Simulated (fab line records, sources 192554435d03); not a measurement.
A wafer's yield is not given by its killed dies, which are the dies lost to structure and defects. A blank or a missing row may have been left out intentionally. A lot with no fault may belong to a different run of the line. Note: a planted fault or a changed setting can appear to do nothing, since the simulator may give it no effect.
fab line records	flow n5Finfet
record lots=6	wafers=18	lastDay=19
route steps=1938 shown FIN_SAQP@93 BEOL_M4@1111
lots that met no fault: taken from a fault-free run of the same line
startH: hours from the record's opening day to when the first of the lot's shown wafers began	waitH: how many hours have passed since the lot's step before this one	" same as the row above	L1.1+2: several wafers, shown together as one row	- value missing, or start not given	* or withheld: withheld	< > ~ a bound
route shown NAME@n: names a module that has steps shown in the file, with the first one's number in the route	usual: the fault-free wafers' mean and standard deviation	same: alike in all rows	chamber/n: place in a boat	sites: the reading at each site	_std_site: the standard deviation of these	_edge_site: inner sites' mean taken away from outer sites' mean	radiusMm: for every site, how far away it sits from the centre of the wafer	mask NAME#n: copy n	behind: the tool/chamber that last shaped the wafer	hold: reason for holding the lot/hours on hold/outcome of the hold	device: which transistor (n, p or np) failed to switch	end of line: the tests these same wafers got at the end of their route	a step given without rows: its recipe and nothing more	killed: the dies lost at the first sort to structure and to defects; this is not the yield of the wafer	map: shows each die of a wafer: x if killed, . if not, _ if none is there
set.NAME: the setting the step ran with; set.NAME@STEP: the setting that earlier step ran with	model.NAME: the simulator's own value behind a step, which no gauge read
lots seen at some steps along the route; tables by step, rows by wafer
services: a tool's chamber out of use, with start hour (startH, from the record's first day; less than 0 if before it), hours out, and reason
## steps
# step N5_FIN_SAQP_SRD_01
# recipe dry=ipaMarangoni	timeS=30	tempC=23	rinseLiquid=diw
# step N5_FIN_SAQP_ALD_61
# recipe material=SiO2	targetThkA=40	tempC=300	aldPrecursorFamily=BDEAS	aldCoReactant=O2-plasma	pulseTimeS=1	purgeTimeS=2	coReactantPurgeTimeS=2	aldCycles=43	pressureTorr=2
# step N5_FIN_SAQP_DENSIFY_62
# recipe tempC=700	timeS=60	ambient=N2	idleTempC=600	rampUpCPerS=150	rampDownCPerS=60	coolToC=600
# usual lampPowerPct=9.85/0.059	lamp_zone_6_pct=9.770/0.0097	wafer_temp_C_max=703.3/0.64
lot.wafer	tool	chamber	startH	waitH	lampPowerPct	lamp_zone_6_pct	wafer_temp_C_max
L500.1	rtpAnneal-02	0	28.12	0.1	9.78	9.764	703.6
L500.3	"	0	"	"	9.83	9.777	702.8
L500.6	"	0	"	"	9.87	9.759	704.0
L505.1	rtpAnneal-01	0	57.48	0.2	9.82	9.791	703.2
L505.5	"	0	"	"	9.89	9.778	703.3
L505.6	"	0	"	"	9.96	9.767	703.7
L511.4	rtpAnneal-01	0	93.08	0.2	9.80	9.769	703.0
L511.5	"	0	"	"	9.90	9.776	702.9
L511.6	"	0	"	"	9.84	9.772	703.3
L514.2	rtpAnneal-02	0	111.08	0.1	9.93	9.771	702.6
L514.3	"	0	"	"	9.80	9.756	703.0
L514.5	"	0	"	"	9.88	9.774	703.2
L517.1	rtpAnneal-01	0	128.25	0.1	9.86	9.761	703.7
L517.3	"	0	"	"	9.89	9.795	704.0
L517.6	"	0	"	"	9.97	9.777	704.9
L521.2	rtpAnneal-02	0	152.89	0.1	9.85	9.755	703.0
L521.5	"	0	"	"	9.76	9.763	702.4
L521.6	"	0	"	"	9.86	9.767	703.6
# step N5_FIN_SAQP_HM_DEP_03
# recipe material=SiNx	targetThkA=380	tempC=400	precursor=SiH4/NH3/N2	pressureTorr=1.5	rfW=300	timeS=33.6
# step N5_FIN_SAQP_THK_MEAS_05
# usual thkNm=38.0/0.51
lot.wafer	tool	chamber	startH	waitH	thkNm
L500.1	filmMetro-01	-	28.65	0.3	37.8
L500.3	"	-	"	"	38.1
L500.6	"	-	"	"	38.3
L505.1	filmMetro-02	-	57.80	0.1	37.3
L505.5	"	-	"	"	37.9
L505.6	"	-	"	"	37.7
L511.4	filmMetro-01	-	93.29	0.0	38.6
L511.5	"	-	"	"	38.4
L511.6	"	-	"	"	38.4
L514.2	filmMetro-01	-	111.36	0.1	37.5
L514.3	"	-	"	"	37.2
L514.5	"	-	"	"	37.8
L517.1	filmMetro-02	-	128.56	0.1	37.2
L517.3	"	-	"	"	37.2
L517.6	"	-	"	"	37.9
L521.2	filmMetro-02	-	153.19	0.1	38.3
L521.5	"	-	"	"	38.3
L521.6	"	-	"	"	38.8
# step N5_FIN_SAQP_PECVD_47
# recipe material=a-Si	targetThkA=450	tempC=400	precursor=SiH4/He	pressureTorr=3	rfW=100	timeS=36.3
# usual heaterPowerW=839/85	showerheadPlenumPTorr=5.66/0.044	throttleValvePct=17.8/0.73
lot.wafer	tool	chamber	startH	waitH	heaterPowerW	showerheadPlenumPTorr	throttleValvePct
L500.1	pecvd-03	2	28.69	0.0	867	5.61	17.1
L500.3	"	0	"	"	889	5.66	18.3
L500.6	"	2	"	"	877	5.61	17.2
L505.1	pecvd-04	2	57.84	0.0	896	5.65	17.5
L505.5	"	2	"	"	879	5.63	17.8
L505.6	"	0	"	"	818	5.65	18.1
L511.4	pecvd-01	2	93.35	0.1	800	5.59	16.1
L511.5	"	0	"	"	835	5.77	18.9
L511.6	"	1	"	"	747	5.65	18.5
L514.2	pecvd-01	0	111.39	0.0	819	5.75	18.7
L514.3	"	1	"	"	714	5.66	18.2
L514.5	"	0	"	"	805	5.76	18.5
L517.1	pecvd-04	2	128.59	0.0	904	5.66	17.7
L517.3	"	2	"	"	956	5.64	17.7
L517.6	"	0	"	"	895	5.66	18.2
L521.2	pecvd-03	1	153.23	0.0	758	5.66	17.7
L521.5	"	0	"	"	769	5.64	18.4
L521.6	"	2	"	"	884	5.61	17.2
# step N5_FIN_SAQP_PECVD_48
# recipe material=SiNx	targetThkA=250	tempC=400	precursor=SiH4/NH3/N2	pressureTorr=1.5	rfW=300	timeS=22.1
# usual heaterPowerW=765/77	showerheadPlenumPTorr=5.13/0.059	throttleValvePct=38.9/1.7
lot.wafer	tool	chamber	startH	waitH	heaterPowerW	showerheadPlenumPTorr	throttleValvePct
L500.1	pecvd-03	2	28.73	0.0	769	5.05	37.5
L500.3	"	0	"	"	668	5.12	40.1
L500.6	"	2	"	"	755	5.07	37.3
L505.1	pecvd-04	2	57.88	0.0	863	5.11	38.2
L505.5	"	2	"	"	880	5.13	38.1
L505.6	"	0	"	"	805	5.13	39.9
L511.4	pecvd-01	2	93.39	0.0	674	5.05	35.9
L511.5	"	0	"	"	763	5.26	41.3
L511.6	"	1	"	"	612	5.13	40.4
L514.2	pecvd-01	0	111.43	0.0	750	5.26	41.1
L514.3	"	1	"	"	669	5.12	40.2
L514.5	"	0	"	"	738	5.27	41.4
L517.1	pecvd-04	2	128.66	0.0	863	5.12	38.8
L517.3	"	2	"	"	870	5.12	39.0
L517.6	"	0	"	"	852	5.14	40.0
L521.2	pecvd-03	1	153.27	0.0	741	5.12	38.7
L521.5	"	0	"	"	704	5.11	40.9
L521.6	"	2	"	"	753	5.07	37.5
# step N5_FIN_SAQP_PECVD_06
# recipe material=a-Si	targetThkA=600	tempC=400	precursor=SiH4/He	pressureTorr=3	rfW=100	timeS=48.1
# step N5_FIN_SAQP_THK_MEAS_07
# usual thkNm=60.2/0.84
lot.wafer	tool	chamber	startH	waitH	thkNm
L500.1	filmMetro-01	-	28.86	0.1	59.9
L500.3	"	-	"	"	60.2
L500.6	"	-	"	"	60.7
L505.1	filmMetro-01	-	58.01	0.1	61.1
L505.5	"	-	"	"	62.1
L505.6	"	-	"	"	62.5
L511.4	filmMetro-01	-	93.50	0.0	59.8
L511.5	"	-	"	"	59.7
L511.6	"	-	"	"	59.8
L514.2	filmMetro-01	-	111.56	0.1	59.0
L514.3	"	-	"	"	60.0
L514.5	"	-	"	"	60.6
L517.1	filmMetro-01	-	128.83	0.1	59.8
L517.3	"	-	"	"	61.0
L517.6	"	-	"	"	61.5
L521.2	filmMetro-02	-	153.40	0.1	60.3
L521.5	"	-	"	"	61.4
L521.6	"	-	"	"	60.9
# step N5_FIN_SAQP_HM_DEP_72
# recipe material=SiO2	targetThkA=120	tempC=400	precursor=SiH4/N2O	pressureTorr=0.75	rfW=275	timeS=7.2
# usual heaterPowerW=771/84	showerheadPlenumPTorr=8.12/0.13
lot.wafer	tool	chamber	startH	waitH	heaterPowerW	showerheadPlenumPTorr
L500.1	pecvd-04	0	28.89	0.0	762	8.13
L500.3	"	2	"	"	882	8.09
L500.6	"	1	"	"	969	8.19
L505.1	pecvd-01	0	58.04	0.0	793	8.41
L505.5	"	0	"	"	814	8.42
L505.6	"	1	"	"	660	8.15
L511.4	pecvd-03	0	93.56	0.1	728	8.09
L511.5	"	2	"	"	802	8.00
L511.6	"	1	"	"	785	8.11
L514.2	pecvd-03	0	111.60	0.0	757	8.09
L514.3	"	1	"	"	669	8.12
L514.5	"	0	"	"	787	8.09
L517.1	pecvd-01	1	128.87	0.0	618	8.11
L517.3	"	2	"	"	719	7.95
L517.6	"	0	"	"	737	8.42
L521.2	pecvd-01	2	153.43	0.0	638	7.92
L521.5	"	1	"	"	708	8.11
L521.6	"	2	"	"	625	7.91
# step N5_FIN_SAQP_COAT_49
# recipe resist=SOC	tempC=250	timeS=60	spinRpm=1500	resistThkNm=100
# step N5_FIN_SAQP_COAT_50
# recipe resist=SiARC	tempC=220	timeS=60	spinRpm=1500	resistThkNm=35
# step N5_FIN_SAQP_COAT_10
# recipe resist=CAR-ArF	spinRpm=1500	resistThkNm=90
# usual exhaustPa=44.8/0.77	spinSpeedRpm=1500.0/1
lot.wafer	tool	chamber	startH	waitH	exhaustPa	spinSpeedRpm	model.CAR-ArF_of_FIN_SAQP_COAT_10.thkNm
L500.1	lithoTrack-05	0	28.98	-	43.2	1502.0	90.16
L500.3	"	0	"	"	43.9	1500.9	90.06
L500.6	"	0	"	"	44.6	1500.1	90.23
L505.1	lithoTrack-03	0	58.13	-	44.7	1499.0	90.1
L505.5	"	0	"	"	45.7	1499.9	89.79
L505.6	"	0	"	"	43.8	1498.8	89.79
L511.4	lithoTrack-05	0	93.62	-	44.5	1715.2	84.43
L511.5	"	0	"	"	44.2	1713.5	84.55
L511.6	"	0	"	"	44.9	1715.0	84.33
L514.2	lithoTrack-05	0	111.68	-	44.5	1714.6	84.51
L514.3	"	0	"	"	44.6	1715.5	84.32
L514.5	"	0	"	"	44.0	1715.0	84.47
L517.1	lithoTrack-03	0	128.95	-	44.9	1499.3	90.3
L517.3	"	0	"	"	45.2	1498.8	89.8
L517.6	"	0	"	"	44.6	1497.9	90.15
L521.2	lithoTrack-01	0	153.52	-	46.4	1499.7	90.18
L521.5	"	0	"	"	44.7	1498.3	90.08
L521.6	"	0	"	"	45.3	1499.6	90.04
# step N5_FIN_SAQP_EBR_12
# recipe solvent=PGMEA	ebrWidthMm=1.5
# step N5_FIN_SAQP_SOFTBAKE_11
# recipe tempC=110	timeS=60	resist=CAR-ArF
# step N5_FIN_SAQP_EXPOSE_13
# recipe maskId=FIN_CORE	na=1.35	sourceShape=dipole	sigmaInner=0.538	sigmaOuter=0.738	polarization=te	targetCdNm=35.6	doseMj=63.25
# step N5_FIN_SAQP_PEB_14
# recipe pebTempC=withheld	pebTimeS=60	resist=CAR-ArF
# step N5_FIN_SAQP_DEVELOP_15
# recipe developTimeS=30	developer=TMAH	resist=CAR-ArF	devTempC=23	rinseLiquid=diw	dry=airSpin
# step N5_FIN_SAQP_CD_MEAS_16
# recipe targetCdNm=35.6	landingEnergyEv=500	detector=seInlens
# usual cdNm=35.7/0.33
# same landingEnergyEv=500
lot.wafer	tool	chamber	startH	waitH	cdNm
L500.1	cdSem-03	0	29.22	-	34.9
L500.3	"	0	"	"	35.5
L500.6	"	0	"	"	35.5
L505.1	cdSem-02	0	58.37	-	35.5
L505.5	"	0	"	"	35.5
L505.6	"	0	"	"	35.6
L511.4	cdSem-01	0	93.86	-	34.8
L511.5	"	0	"	"	34.8
L511.6	"	0	"	"	35.1
L514.2	cdSem-03	0	112.05	-	35.1
L514.3	"	0	"	"	35.6
L514.5	"	0	"	"	35.8
L517.1	cdSem-02	0	129.32	-	35.4
L517.3	"	0	"	"	35.4
L517.6	"	0	"	"	35.6
L521.2	cdSem-01	0	153.88	-	35.6
L521.5	"	0	"	"	35.8
L521.6	"	0	"	"	35.5
# step N5_FIN_SAQP_OVL_MEAS_17
# recipe pointsPerWafer=44
# usual FIN_CORE_OVL=-0.1/0.88
lot.wafer	tool	chamber	startH	waitH	FIN_CORE_OVL[nm]
L500.1	overlay-01	0	29.26	0.0	-0.9
L500.3	"	0	"	"	0.0
L500.6	"	0	"	"	-0.1
L505.1	overlay-01	0	58.41	0.0	-0.8
L505.5	"	0	"	"	-0.8
L505.6	"	0	"	"	-0.1
L511.4	overlay-02	0	93.90	0.0	-0.6
L511.5	"	0	"	"	-0.2
L511.6	"	0	"	"	0.5
L514.2	overlay-01	0	112.09	0.0	1.3
L514.3	"	0	"	"	-0.1
L514.5	"	0	"	"	0.7
L517.1	overlay-01	0	129.36	0.0	0.4
L517.3	"	0	"	"	-0.2
L517.6	"	0	"	"	-0.5
L521.2	overlay-02	0	153.92	0.0	0.6
L521.5	"	0	"	"	0.5
L521.6	"	0	"	"	0.2
# step N5_FIN_SAQP_INSPECT_18
# recipe mode=adi	inspectInstrument=brightfield
# usual rawDefectCount=422/120
lot.wafer	tool	chamber	startH	waitH	rawDefectCount
L500.1	defectInspect-01	-	29.28	0.0	421
L500.3	"	-	"	"	372
L500.6	"	-	"	"	453
L505.1	defectInspect-01	-	58.43	0.0	288
L505.5	"	-	"	"	429
L505.6	"	-	"	"	273
L511.4	defectInspect-01	-	93.92	0.0	461
L511.5	"	-	"	"	461
L511.6	"	-	"	"	327
L514.2	defectInspect-01	-	112.11	0.0	299
L514.3	"	-	"	"	313
L514.5	"	-	"	"	424
L517.1	defectInspect-01	-	129.38	0.0	496
L517.3	"	-	"	"	684
L517.6	"	-	"	"	426
L521.2	defectInspect-01	-	153.94	0.0	402
L521.5	"	-	"	"	374
L521.6	"	-	"	"	261
# step N5_FIN_SAQP_DESCUM_21
# recipe chemistry=O2	timeS=7.9	sourcePowerW=50	biasPowerW=20	pressureMtorr=20	rfFrequencyHz=2.712e+07	tempC=40	resist=CAR-ArF	o2FlowSccm=225
# step N5_FIN_SAQP_ETCH_51
# recipe chemistry=CF4	target=SiARC	targetDepthA=455	maskMaterial=CAR-ArF	timeS=75.8	ionEnergyEv=80	pressureMtorr=40	sourceW=545	biasW=36	Ar_flow_sccm=100	cf4FlowSccm=100	ends=cleared
# usual drypumpMotorCurrentA=5.57/0.29	etchRfOnTimeS=76.1/2.2	oesProductAu=0.67/0.07	rfVppV=184.6/1	showerheadPlenumPTorr=2.19/0.052	throttleValvePct=15.67/0.3
lot.wafer	tool	chamber	startH	waitH	drypumpMotorCurrentA	etchRfOnTimeS	oesProductAu	rfHoursCounterH	rfVppV	showerheadPlenumPTorr	throttleValvePct	model.CAR-ArF_of_FIN_SAQP_COAT_10.thkNm
L500.1	rieDiel-06	1	29.65	0.0	5.63	74.1	0.65	175	185.1	2.21	15.90	51.19
L500.3	"	0	"	"	5.93	72.9	0.80	21	184.0	2.10	15.31	51.09
L500.6	"	0	"	"	5.89	73.4	0.79	-	183.0	2.10	15.31	51.24
L505.1	rieDiel-03	1	58.50	0.0	5.77	77.5	0.69	73	184.9	2.18	15.49	51.16
L505.5	"	0	"	"	5.28	79.2	0.60	-	183.7	2.21	16.00	50.71
L505.6	"	1	"	"	5.78	77.4	0.69	-	185.5	2.18	15.48	50.78
L511.4	rieDiel-01	3	93.99	0.0	5.48	78.3	0.79	14	184.3	2.11	15.22	45.29
L511.5	"	1	"	"	5.46	75.7	0.67	-	185.4	2.24	15.76	45.3
L511.6	"	2	"	"	5.68	78.2	0.60	-	185.0	2.21	15.93	45.18
L514.2	rieDiel-01	2	112.18	0.0	5.69	80.3	0.58	208	186.5	2.21	15.95	45.34
L514.3	"	0	"	"	5.71	74.9	0.76	36	184.6	2.26	15.14	44.97
L514.5	"	1	"	"	5.47	76.2	0.66	-	184.4	2.23	15.78	45.22
L517.1	rieDiel-06	2	129.45	0.0	5.50	73.9	0.73	66	185.0	2.17	15.57	51.22
L517.3	"	0	"	"	5.91	74.1	0.73	58	185.1	2.09	15.37	50.59
L517.6	"	2	"	"	5.50	73.2	0.72	-	184.5	2.16	15.55	51.07
L521.2	rieDiel-06	0	154.01	0.0	5.91	73.3	0.74	67	183.6	2.09	15.37	50.89
L521.5	"	0	"	"	5.91	73.8	0.73	-	180.6	2.08	15.39	50.82
L521.6	"	3	"	"	5.13	74.0	0.62	-	184.3	2.24	16.06	50.75
# step N5_FIN_SAQP_ETCH_52
# recipe chemistry=N2/H2	target=SOC	targetDepthA=1000	overetchA=200	maskMaterial=SiARC	tempC=40	timeS=150	ionEnergyEv=200	pressureMtorr=30	sourceW=840	biasW=150	n2FlowSccm=200	h2FlowSccm=200	ends=endPoint
# usual drypumpMotorCurrentA=5.57/0.29	h2FlowSccm=200.0/0.59	n2FlowSccm=199.9/0.56	oesProductAu=0.70/0.067	rfVppV=525.4/2.1	showerheadPlenumPTorr=2.60/0.071	throttleValvePct=17.9/0.31
lot.wafer	tool	chamber	startH	waitH	drypumpMotorCurrentA	h2FlowSccm	n2FlowSccm	oesProductAu	rfHoursCounterH	rfVppV	showerheadPlenumPTorr	throttleValvePct
L500.1	rieDiel-06	1	29.71	0.0	5.68	200.3	200.4	0.68	175	526.4	2.62	18.1
L500.3	"	0	"	"	5.91	200.2	199.6	0.82	21	522.5	2.48	17.4
L500.6	"	0	"	"	5.92	199.2	199.5	0.82	-	521.3	2.48	17.4
L505.1	rieDiel-03	1	58.56	0.0	5.78	199.4	199.5	0.73	73	523.2	2.56	17.5
L505.5	"	0	"	"	5.31	200.0	200.1	0.64	-	526.2	2.60	17.9
L505.6	"	1	"	"	5.78	200.2	199.9	0.73	-	525.9	2.56	17.5
L511.4	rieDiel-01	3	94.04	0.0	5.52	199.7	200.3	0.83	14	522.9	2.50	17.5
L511.5	"	1	"	"	5.47	199.4	200.2	0.70	-	526.3	2.66	18.0
L511.6	"	2	"	"	5.68	199.6	200.7	0.63	-	527.7	2.64	18.3
L514.2	rieDiel-01	2	112.24	0.0	5.71	199.7	199.9	0.64	208	524.5	2.63	18.3
L514.3	"	0	"	"	5.72	200.0	199.9	0.78	36	528.6	2.72	17.5
L514.5	"	1	"	"	5.48	199.7	200.4	0.69	-	526.6	2.66	18.0
L517.1	rieDiel-06	2	129.50	0.0	5.52	200.3	200.1	0.74	66	526.6	2.58	17.8
L517.3	"	0	"	"	5.93	199.1	199.6	0.76	58	521.5	2.47	17.5
L517.6	"	2	"	"	5.51	200.3	200.9	0.75	-	526.3	2.58	17.8
L521.2	rieDiel-06	0	154.07	0.0	5.92	199.8	199.3	0.75	67	521.4	2.46	17.5
L521.5	"	0	"	"	5.92	200.1	199.9	0.75	-	522.6	2.47	17.5
L521.6	"	3	"	"	5.11	199.7	199.3	0.65	-	526.3	2.65	18.4
# step N5_BEOL_M4_RC_MEAS_101
# usual DIBL_N=36.1/1.6	DIBL_P=35.7/1.8	IOFF_N=0.159/0.027	IOFF_P=0.21/0.03	ION_N=673/10	ION_P=462/7.4	SS_N=71.4/0.56	SS_P=73.2/0.61	VT_N=249.7/3	VT_P=-250/3.1
lot.wafer	tool	chamber	startH	waitH	DIBL_N[mV/V]	DIBL_P[mV/V]	IOFF_N[nA/um]	IOFF_P[nA/um]	ION_N[uA/um]	ION_P[uA/um]	SS_N[mV/dec]	SS_P[mV/dec]	VT_N[mV]	VT_P[mV]
L500.1	prober-01	0	171.41	0.0	35.4	35.8	0.155	0.19	679	457	71.6	72.7	247.8	-255
L500.3	"	0	"	"	37.1	38.0	0.183	0.22	674	452	72.1	73.0	251.5	-253
L500.6	"	0	"	"	35.0	35.7	0.154	0.19	667	451	71.9	73.1	246.3	-254
L505.1	prober-02	0	198.77	0.0	37.3	38.1	0.178	0.21	679	456	72.1	73.0	250.8	-250
L505.5	"	0	"	"	37.5	37.3	0.171	0.20	664	451	72.0	74.0	252.9	-254
L505.6	"	0	"	"	35.7	36.6	0.153	0.19	673	456	71.6	72.8	252.4	-253
L511.4	prober-01	0	237.87	0.5	37.7	37.7	0.182	0.25	672	459	71.7	74.1	249.3	-246
L511.5	"	0	"	"	34.0	31.8	0.114	0.16	661	456	71.4	72.5	254.6	-254
L511.6	"	0	"	"	39.2	39.0	0.219	0.27	674	466	71.7	74.4	243.8	-246
L514.2	prober-01	0	255.44	0.2	38.8	37.8	0.196	0.23	686	465	72.3	73.6	246.6	-250
L514.3	"	0	"	"	38.3	37.8	0.196	0.21	685	455	72.3	74.2	247.3	-251
L514.5	"	0	"	"	36.5	34.4	0.146	0.18	679	463	71.3	72.9	251.6	-253
L517.1	prober-01	0	281.32	0.0	35.3	34.4	0.133	0.17	677	463	70.7	72.0	250.3	-254
L517.3	"	0	"	"	36.7	36.0	0.154	0.20	680	469	70.9	73.2	247.0	-250
L517.6	"	0	"	"	34.5	34.2	0.123	0.17	675	465	70.3	72.5	249.6	-252
L521.2	prober-01	0	341.86	0.2	37.8	37.2	0.202	0.26	685	468	72.1	73.0	244.9	-243
L521.5	"	0	"	"	37.4	35.8	0.194	0.23	672	464	72.0	73.5	246.2	-245
L521.6	"	0	"	"	35.1	34.2	0.147	0.21	658	462	71.1	73.2	250.4	-248
## services
tool	chamber	startH	hours	kind
rieDiel-06	-	10.35	1.0	repair
pecvd-04	-	10.86	1.2	repair
rieDiel-01	1	18.87	14.0	repair
rieDiel-03	-	32.33	1.6	repair
rieDiel-01	3	33.81	-	clean
rieDiel-01	3	33.81	-	consumableReplace:focusRing
rieDiel-01	3	33.81	18.1	scheduledDown
rieDiel-01	3	33.81	18.1	ventCycle
pecvd-01	0	35.32	5.5	scheduledDown
lithoTrack-05	-	59.23	-	consumableReplace:filter
rieDiel-01	2	87.98	4.9	repair
rieDiel-01	3	105.08	9.1	repair
pecvd-04	-	106.11	2.8	pm
rieDiel-01	0	113.19	5.2	repair
rieDiel-06	2	113.32	8.0	repair
pecvd-04	1	125.18	5.5	scheduledDown
lithoTrack-03	-	133.92	-	consumableReplace:filter
pecvd-04	2	138.79	-	clean
pecvd-04	2	138.79	29.5	scheduledDown
pecvd-04	2	138.79	29.5	ventCycle
rieDiel-06	2	144.85	12.2	repair
pecvd-03	-	146.85	5.5	pm
lithoTrack-03	-	150.05	-	consumableReplace:filter
lithoTrack-05	-	153.06	-	consumableReplace:filter
## key
firstSign step=N5_FIN_SAQP_COAT_10	reading=spinSpeedRpm	direction=up	sigmas=99+	usual=*	struck=*
effect none on later readings
modelEffect step=N5_FIN_SAQP_COAT_10	value=CAR-ArF_of_FIN_SAQP_COAT_10.thkNm	without=90.26	struck=84.43
modelEffect step=N5_FIN_SAQP_ETCH_51	value=CAR-ArF_of_FIN_SAQP_COAT_10.thkNm	without=51.04	struck=45.22
metAt N5_FIN_SAQP_COAT_10
struckWafers L511.4,L511.5,L511.6,L514.2,L514.3,L514.5
rowsEnd L511.4,L511.5,L511.6
onsetBetween 28.98 93.62
fault kind=processParameterDrift	tool=lithoTrack-05	chamber=-	onsetH=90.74	steps=N5_FIN_SAQP_COAT_10	channel=spinRpm	offset=*	shape=step	actsIn=*	stated=*
# rowsEnd: these wafers met a further fault down the route, and their rows from its step on are left out
